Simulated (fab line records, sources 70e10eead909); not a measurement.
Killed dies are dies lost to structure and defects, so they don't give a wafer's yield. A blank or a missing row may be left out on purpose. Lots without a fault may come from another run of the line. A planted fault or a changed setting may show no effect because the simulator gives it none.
Which tool did it? | flow nand_harc | 6 lots, 18 wafers sampled, at 2 steps of a route of 1159

WHAT THE GAUGES READ, wafer by wafer
NHARC_A_BONDPAD_THK_MEAS_20: measures by xrf.
lot  | measured     | on            | thk_nm (nm)
L748 | day 18 10:04 | film_metro-02 | 166.1 171.1 169.5
L751 | day 19 08:44 | film_metro-01 | 169.1 173.0 169.7
L749 | day 18 21:33 | film_metro-01 | 173.8 168.8 168.1
L752 | day 20 05:17 | film_metro-01 | 165.1 170.7 169.7
L755 | day 20 18:07 | film_metro-02 | 167.8 169.4 170.1
L758 | day 21 09:40 | film_metro-02 | 171.6 169.9 167.3

WHICH TOOL RAN EACH LOT (tool, then ch and the chambers of the sampled wafers, then the start)
lot  | NHARC_A_SGD_CUT_DEP_20
L748 | fcvd-01 ch 0,1, day 14 12:37
L751 | fcvd-02 ch 0,1, day 14 18:07
L749 | fcvd-02 ch 0,1, day 14 19:35
L752 | fcvd-02 ch 0,1, day 15 22:11
L755 | fcvd-02 ch 0,1, day 16 10:17
L758 | fcvd-01 ch 0,1, day 17 14:28
- NHARC_A_SGD_CUT_DEP_20: deposits SiO2, target thk 150 nm.

THE ANSWER, worked out from the rows above alone
Rule: what is usual is taken from the lots themselves. Put in order of their means at a reading, lots are off if they are a third of the lots or fewer, leave a main group of 4 or more, and stand apart from it by a gap of 3 or more times the standard deviation of the main group's means; of several such gaps the widest counts. A main group whose means are all the same, to the digits that the tables above print for the reading, isn't used. A lot without any number at a reading at which 4 lots or more have one is off too. The other lots that the step has rows for count as sound.
No lot is off at any reading shown: from this, nothing can be told.

WHAT THE SIMULATOR HAD PUT IN
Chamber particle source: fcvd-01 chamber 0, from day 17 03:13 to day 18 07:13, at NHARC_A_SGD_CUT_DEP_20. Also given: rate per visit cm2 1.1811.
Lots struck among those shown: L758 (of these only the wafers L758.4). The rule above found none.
